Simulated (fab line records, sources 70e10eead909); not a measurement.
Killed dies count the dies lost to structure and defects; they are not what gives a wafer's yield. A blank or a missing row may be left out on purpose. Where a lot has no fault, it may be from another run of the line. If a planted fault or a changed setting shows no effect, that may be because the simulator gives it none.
fab line records	flow nandHarc
record lots=14	wafers=42	lastDay=34
route steps=1302 shown A_STAIRCASE@812
lots that met no fault: taken from a fault-free run of the same line
startH: the number of hours between the record's first day and the start of the first shown wafer of the lot	waitH: how many hours have passed since the lot's step before this one	" identical to the entry in the row above	L1.1+2: several wafers, shown together as one row	- no value, or no start given	* or withheld: withheld	< > ~ a bound
route shown NAME@n: NAME is a module with steps in the file, n the number in the route of the first one	usual: mean/standard deviation taken from wafers without a fault	same: alike in all rows	chamber/n: place in a boat	sites: the reading at each site	_std_site: their standard deviation	_edge_site: the outer-site mean with the inner-site mean subtracted	radiusMm: how far each site lies from the wafer's centre	mask NAME#n: copy n	behind: the tool/chamber that last shaped the wafer	hold: the reason the lot was held/the length of the hold in hours/how it ended	device: names the non-switching transistor (n, p or np)	end of line: the same wafers' tests at the end of the route	a step with no rows: only its recipe	killed: the dies lost at the first sort to structure and to defects; this is not the yield of the wafer	map: shows each die of a wafer: x if killed, . if not, _ if none is there
set.NAME: setting as actually run; set.NAME@STEP: the setting as run at that earlier step	model.NAME: the simulator's own value behind a step, which no gauge read
route steps across a sampled set of lots; one table per step, one row per wafer
services: the hour from which a tool's chamber was out of use, counted from the record's first day as startH (under 0 if before that day), plus the number of hours and why
## steps
# step NHARC_A_STAIRCASE_ETCH_294
# recipe targetDepthA=49890	timeS=1211.6	ionEnergyEv=800	c4f8FlowSccm=80	o2FlowSccm=60	arFlowSccm=withheld	rfW=600	biasW=3000	chemistry=C4F8/O2/Ar
# usual oesProductAu=0.931/0.0089	rfVppV=1823/12
lot.wafer	tool	chamber	startH	waitH	oesProductAu	rfHoursCounterH	rfVppV
L663.1	rieDiel-06	3	-	-	0.927	30	1811
L663.4	"	1	"	"	0.933	26	1820
L663.2	"	2	"	"	0.934	28	1831
L664.1	rieDiel-06	2	-	-	0.929	32	1833
L664.2	"	0	"	"	0.935	33	1820
L664.6	"	2	"	"	0.924	-	1832
L665.4	rieDiel-03	0	-	-	0.930	43	1818
L665.3	"	1	"	"	0.932	41	1826
L665.1	"	2	"	"	0.927	39	1815
L666.2	rieDiel-03	3	-	-	0.929	42	1824
L666.3	"	2	"	"	0.933	41	1815
L666.5	"	0	"	"	0.921	-	1819
L667.3	rieDiel-06	0	-	-	0.926	39	1817
L667.4	"	1	"	"	0.932	36	1819
L667.6	"	3	"	"	0.927	-	1811
L668.4	rieDiel-05	1	-	-	0.935	7	1843
L668.5	"	2	"	"	0.936	-	1809
L668.6	"	3	"	"	0.939	-	1809
L672.3	rieDiel-05	0	-	-	0.940	27	1847
L672.2	"	1	"	"	0.938	19	1844
L672.6	"	1	"	"	0.932	-	1845
L674.1	rieDiel-05	3	-	-	0.931	33	1809
L674.6	"	1	"	"	0.934	-	1845
L674.5	"	2	"	"	0.920	-	1808
L676.4	rieDiel-05	3	-	-	0.927	42	1810
L676.2	"	1	"	"	0.927	31	1843
L676.1	"	2	"	"	0.928	44	1808
L677.3	rieDiel-03	2	-	-	0.925	16	1813
L677.4	"	1	"	"	0.915	17	1825
L677.5	"	2	"	"	0.923	-	1813
L679.3	rieDiel-06	1	-	-	0.923	17	1816
L679.5	"	0	"	"	0.916	-	1815
L679.6	"	1	"	"	0.935	-	1817
L680.4	rieDiel-03	1	-	-	0.916	33	1823
L680.2	"	2	"	"	0.920	32	1812
L680.5	"	0	"	"	0.929	-	1817
L683.1	rieDiel-05	2	-	-	0.960	0	1847
L683.2	"	3	"	"	0.946	1	1847
L683.5	"	2	"	"	0.957	-	1847
L685.3	rieDiel-03	0	-	-	0.933	46	1818
L685.2	"	2	"	"	0.926	49	1813
L685.6	"	0	"	"	0.927	-	1817
# step NHARC_A_STAIRCASE_HM_OPEN_463
# recipe o2FlowSccm=400	cosFlowSccm=20	arFlowSccm=0	rfW=500	biasW=300	chemistry=O2/COS
# usual drypumpMotorCurrentA=5.8/0.5	mfcArSccm=0.013/0.013	oesProductAu=1.001/0.0076	rfVppV=466/3.9	showerheadPlenumPTorr=3.09/0.18	throttleValvePct=28.330/0.01
lot.wafer	tool	chamber	startH	waitH	drypumpMotorCurrentA	mfcArSccm	oesProductAu	rfHoursCounterH	rfVppV	showerheadPlenumPTorr	throttleValvePct
L663.1	rieDiel-06	3	417.74	-	5.5	0.003	1.010	35	463	2.93	28.327
L663.2	"	0	"	"	5.8	0.018	0.990	33	466	3.02	28.331
L663.4	"	1	"	"	6.5	0.012	0.993	30	464	3.02	28.325
L664.1	rieDiel-03	0	423.81	-	5.8	0.044	0.997	44	465	3.03	28.335
L664.2	"	2	"	"	6.1	0	1.000	40	464	2.97	28.314
L664.6	"	0	"	"	5.8	0.044	1.001	-	463	3.03	28.337
L665.3	rieDiel-03	3	429.62	-	5.6	0	1.004	43	468	3.11	28.330
L665.1	"	0	"	"	5.8	0.044	0.999	46	465	3.03	28.322
L665.4	"	1	"	"	5.5	0	1.003	43	466	3.12	28.338
L666.2	rieDiel-05	3	433.39	-	6.4	0.004	1.014	6	462	2.92	28.307
L666.3	"	0	"	"	5.4	0.018	1.006	7	472	3.37	28.328
L666.5	"	3	"	"	6.4	0.004	1.007	-	462	2.92	28.341
L667.4	rieDiel-05	2	443.06	-	6.4	0	1.006	9	463	2.91	28.331
L667.3	"	1	"	"	5.0	0.034	1.005	8	474	3.34	28.312
L667.6	"	2	"	"	6.4	0	1.007	-	463	2.91	28.326
L668.4	rieDiel-05	0	444.49	-	5.4	0.018	1.006	8	472	3.37	28.337
L668.5	"	3	"	"	6.4	0.004	1.003	-	462	2.92	28.325
L668.6	"	0	"	"	5.4	0.018	1.007	-	474	3.37	28.339
L672.3	rieDiel-03	1	495.14	-	5.4	0	0.986	11	467	3.11	28.333
L672.2	"	3	"	"	5.6	0	0.934	14	467	3.10	28.303
L672.6	"	0	"	"	5.8	0.044	1.005	-	464	3.02	28.346
L674.1	rieDiel-03	1	502.03	-	5.4	0	0.917	12	468	3.11	28.324
L674.5	"	1	"	"	5.4	0	0.986	-	467	3.11	28.331
L674.6	"	2	"	"	6.1	0	0.994	-	465	2.97	28.323
L676.2	rieDiel-05	0	526.53	-	5.4	0.018	1.016	42	473	3.35	28.322
L676.1	"	1	"	"	5.0	0.034	1.009	32	472	3.33	28.333
L676.4	"	2	"	"	6.4	0	1.005	45	463	2.89	28.314
L677.3	rieDiel-06	3	533.00	-	5.5	0.003	1.007	11	463	2.91	28.341
L677.4	"	0	"	"	5.8	0.018	0.997	6	465	3.00	28.327
L677.5	"	3	"	"	5.5	0.003	0.997	-	463	2.91	28.318
L679.3	rieDiel-05	1	557.97	-	5.0	0.034	1.011	48	471	3.32	28.341
L679.6	"	2	"	"	6.4	0	0.997	-	461	2.89	28.314
L679.5	"	3	"	"	6.4	0.004	1.011	-	463	2.90	28.324
L680.4	rieDiel-05	3	578.41	-	6.5	0.004	1.010	66	462	2.89	28.348
L680.2	"	0	"	"	5.4	0.018	1.006	63	471	3.34	28.336
L680.5	"	0	"	"	5.4	0.018	1.000	-	473	3.34	28.320
L683.1	rieDiel-06	0	602.72	-	5.8	0.018	0.996	29	466	2.99	28.327
L683.2	"	1	"	"	6.5	0.012	0.992	35	464	3.00	28.337
L683.5	"	0	"	"	5.8	0.018	0.997	-	465	2.99	28.342
L685.2	rieDiel-06	2	623.31	-	5.8	0.020	0.999	39	467	3.15	28.339
L685.3	"	0	"	"	5.8	0.018	0.990	39	464	2.99	28.324
L685.6	"	0	"	"	5.8	0.018	1.000	-	466	2.99	28.318
# step NHARC_A_STAIRCASE_ETCH_453
# recipe targetDepthA=300	overetchA=30	timeS=16.5	ionEnergyEv=100	cf4FlowSccm=80	o2FlowSccm=20	arFlowSccm=0	rfW=300	biasW=100	chemistry=CF4/O2
# usual drypumpMotorCurrentA=5.8/0.5	mfcArSccm=0.013/0.013	oesProductAu=1.000/0.007	rfVppV=197.4/1.7	showerheadPlenumPTorr=1.32/0.078	throttleValvePct=13.398/0.0085
lot.wafer	tool	chamber	startH	waitH	drypumpMotorCurrentA	mfcArSccm	oesProductAu	rfHoursCounterH	rfVppV	showerheadPlenumPTorr	throttleValvePct
L663.2	rieDiel-06	1	-	-	6.5	0.012	1.005	30	196.0	1.29	13.408
L663.4	"	3	"	"	5.5	0.003	1.006	35	197.4	1.25	13.403
L663.1	"	0	"	"	5.8	0.018	1.003	33	196.8	1.29	13.395
L664.2	rieDiel-03	3	-	-	5.5	0	0.998	41	199.2	1.33	13.389
L664.1	"	0	"	"	5.8	0.044	0.994	44	196.3	1.30	13.401
L664.6	"	3	"	"	5.5	0	1.004	-	197.0	1.33	13.400
L665.4	rieDiel-03	3	-	-	5.5	0	0.995	43	197.6	1.33	13.392
L665.1	"	0	"	"	5.8	0.044	1.005	46	197.8	1.30	13.406
L665.3	"	1	"	"	5.4	0	1.004	44	197.0	1.33	13.404
L666.2	rieDiel-05	0	-	-	5.4	0.018	1.002	7	202.3	1.44	13.387
L666.3	"	2	"	"	6.3	0	0.991	8	196.2	1.24	13.392
L666.5	"	0	"	"	5.4	0.018	1.000	-	200.7	1.44	13.399
L667.3	rieDiel-05	2	-	-	6.4	0	0.999	10	195.5	1.24	13.409
L667.4	"	1	"	"	5.0	0.034	1.002	8	199.7	1.43	13.394
L667.6	"	3	"	"	6.4	0.004	0.987	-	196.2	1.25	13.394
L668.4	rieDiel-05	0	-	-	5.4	0.018	0.995	8	201.9	1.44	13.388
L668.6	"	2	"	"	6.3	0	0.991	-	194.7	1.24	13.399
L668.5	"	3	"	"	6.4	0.004	1.000	-	196.9	1.25	13.390
L672.3	rieDiel-03	0	-	-	5.8	0.044	1.000	14	196.5	1.29	13.384
L672.2	"	3	"	"	5.5	0	0.998	14	196.8	1.32	13.402
L672.6	"	0	"	"	5.8	0.044	0.995	-	196.9	1.29	13.407
L674.1	rieDiel-03	1	-	-	5.4	0	0.989	12	198.2	1.33	13.409
L674.6	"	0	"	"	5.8	0.044	1.006	-	196.5	1.29	13.381
L674.5	"	1	"	"	5.4	0	0.994	-	197.6	1.33	13.399
L676.1	rieDiel-05	0	-	-	5.4	0.018	1.003	42	198.6	1.44	13.410
L676.2	"	1	"	"	4.9	0.034	1.007	32	199.1	1.43	13.416
L676.4	"	3	"	"	6.4	0.004	1.015	44	197.8	1.24	13.376
L677.3	rieDiel-06	2	-	-	5.8	0.020	1.000	10	197.6	1.35	13.402
L677.4	"	1	"	"	6.5	0.012	0.997	10	196.2	1.28	13.400
L677.5	"	2	"	"	5.8	0.020	0.998	-	198.8	1.35	13.402
L679.3	rieDiel-05	1	-	-	5.0	0.034	1.001	48	200.1	1.42	13.410
L679.6	"	3	"	"	6.4	0.004	1.004	-	195.1	1.24	13.402
L679.5	"	0	"	"	5.4	0.018	0.999	-	198.7	1.43	13.402
L680.4	rieDiel-05	2	-	-	6.4	0	1.002	69	195.3	1.23	13.402
L680.2	"	3	"	"	6.4	0.004	1.011	66	196.1	1.23	13.394
L680.5	"	1	"	"	5.0	0.034	0.990	-	199.8	1.42	13.396
L683.2	rieDiel-06	1	-	-	6.5	0.012	0.997	35	196.7	1.28	13.410
L683.1	"	0	"	"	5.8	0.018	1.000	29	197.0	1.28	13.412
L683.5	"	2	"	"	5.8	0.020	0.988	-	198.3	1.35	13.402
L685.3	rieDiel-06	2	-	-	5.8	0.020	1.000	39	198.5	1.35	13.414
L685.2	"	1	"	"	6.5	0.012	0.998	44	195.6	1.28	13.403
L685.6	"	1	"	"	6.5	0.012	1.001	-	195.1	1.28	13.391
# step NHARC_A_STAIRCASE_ETCH_315
# recipe targetDepthA=25000	timeS=607.1	ionEnergyEv=800	c4f8FlowSccm=80	o2FlowSccm=60	arFlowSccm=withheld	rfW=600	biasW=3000	chemistry=C4F8/O2/Ar
# usual oesProductAu=0.934/0.0083	rfVppV=1824/15
lot.wafer	tool	chamber	startH	waitH	oesProductAu	rfHoursCounterH	rfVppV
L663.2	rieDiel-06	3	-	-	0.933	36	1810
L663.1	"	0	"	"	0.922	33	1817
L663.4	"	1	"	"	0.934	30	1818
L664.1	rieDiel-03	2	-	-	0.927	40	1814
L664.2	"	0	"	"	0.927	44	1819
L664.6	"	2	"	"	0.932	-	1815
L665.3	rieDiel-03	3	-	-	0.928	43	1826
L665.4	"	0	"	"	0.934	46	1820
L665.1	"	1	"	"	0.926	44	1825
L666.3	rieDiel-05	3	-	-	0.930	6	1810
L666.2	"	1	"	"	0.930	7	1844
L666.5	"	0	"	"	0.925	-	1846
L667.3	rieDiel-05	2	-	-	0.944	10	1809
L667.4	"	1	"	"	0.939	8	1844
L667.6	"	2	"	"	0.940	-	1809
L668.4	rieDiel-05	1	-	-	0.930	8	1844
L668.5	"	2	"	"	0.928	-	1810
L668.6	"	3	"	"	0.938	-	1810
L672.3	rieDiel-03	0	-	-	0.944	14	1818
L672.2	"	3	"	"	0.949	14	1824
L672.6	"	0	"	"	0.945	-	1819
L674.1	rieDiel-03	0	-	-	0.943	15	1818
L674.5	"	0	"	"	0.937	-	1820
L674.6	"	1	"	"	0.929	-	1825
L676.4	rieDiel-05	1	-	-	0.940	33	1843
L676.1	"	3	"	"	0.942	44	1807
L676.2	"	0	"	"	0.944	42	1846
L677.4	rieDiel-06	1	-	-	0.938	10	1818
L677.3	"	2	"	"	0.929	11	1830
L677.5	"	1	"	"	0.931	-	1818
L679.3	rieDiel-05	1	-	-	0.929	48	1843
L679.6	"	3	"	"	0.934	-	1806
L679.5	"	0	"	"	0.945	-	1845
L680.4	rieDiel-05	0	-	-	0.931	63	1843
L680.2	"	3	"	"	0.928	66	1808
L680.5	"	0	"	"	0.936	-	1845
L683.2	rieDiel-06	0	-	-	0.943	29	1817
L683.1	"	1	"	"	0.936	35	1818
L683.5	"	3	"	"	0.947	-	1807
L685.3	rieDiel-06	0	-	-	0.934	39	1816
L685.2	"	1	"	"	0.935	44	1816
L685.6	"	2	"	"	0.939	-	1830
## services
tool	chamber	startH	hours	kind
rieDiel-05	0	386.30	-	clean
rieDiel-05	1	386.30	-	clean
rieDiel-05	2	386.30	-	clean
rieDiel-05	3	386.30	-	clean
rieDiel-05	-	406.68	9.0	pm
rieDiel-05	0	406.68	9.0	ventCycle
rieDiel-05	1	406.68	9.0	ventCycle
rieDiel-05	2	406.68	9.0	ventCycle
rieDiel-05	3	406.68	9.0	ventCycle
rieDiel-05	0	415.68	-	clean
rieDiel-05	0	415.68	-	consumableReplace:showerhead
rieDiel-05	1	415.68	-	clean
rieDiel-05	2	415.68	-	clean
rieDiel-05	3	422.64	4.2	repair
rieDiel-03	-	458.40	9.0	pm
rieDiel-06	1	464.95	9.0	repair
rieDiel-06	-	484.27	9.0	pm
rieDiel-03	2	507.49	8.3	repair
rieDiel-03	3	511.72	7.1	repair
rieDiel-06	0	512.20	5.7	repair
rieDiel-06	-	545.51	0.6	repair
rieDiel-03	0	553.36	10.5	repair
rieDiel-03	3	575.73	3.7	repair
rieDiel-05	-	583.68	9.0	pm
## key
firstSign step=NHARC_A_STAIRCASE_HM_OPEN_463	reading=oesProductAu	direction=down	sigmas=9.9	usual=1.001	struck=0.926
effect none on later readings
metAt NHARC_A_STAIRCASE_HM_OPEN_463
struckLots L672,L674
struckWafers L672.2,L674.1
laterRowsLeftOut L672.2,L674.1
sortLeftOut L672.2,L674.1
testerLeftOut L672,L674
notActingAt NHARC_A_STAIRCASE_ETCH_294,NHARC_A_STAIRCASE_ETCH_453,NHARC_A_STAIRCASE_ETCH_315
onsetBetween 429.62 495.14
fault kind=processParameterDrift	tool=rieDiel-03	chamber=-	onsetH=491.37	steps=NHARC_A_STAIRCASE_HM_OPEN_463	channel=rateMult	offset=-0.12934	shape=step	endH=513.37	scope=struckWafersOnly
# testerLeftOut: of these lots the tester's yield and bins aren't shown, on N5 and GAA mostly nor the transistor test; their killed dies are dies lost to structure and defects alone, not to doping, threshold or leakage, so they don't give the yield
# sortLeftOut: the simulated sort isn't trusted on such a fault, so these wafers' sort isn't shown, and their yield isn't known
# laterRowsLeftOut: the simulator's readings of these wafers behind a module that went badly wrong aren't trusted and aren't shown, but for the sort
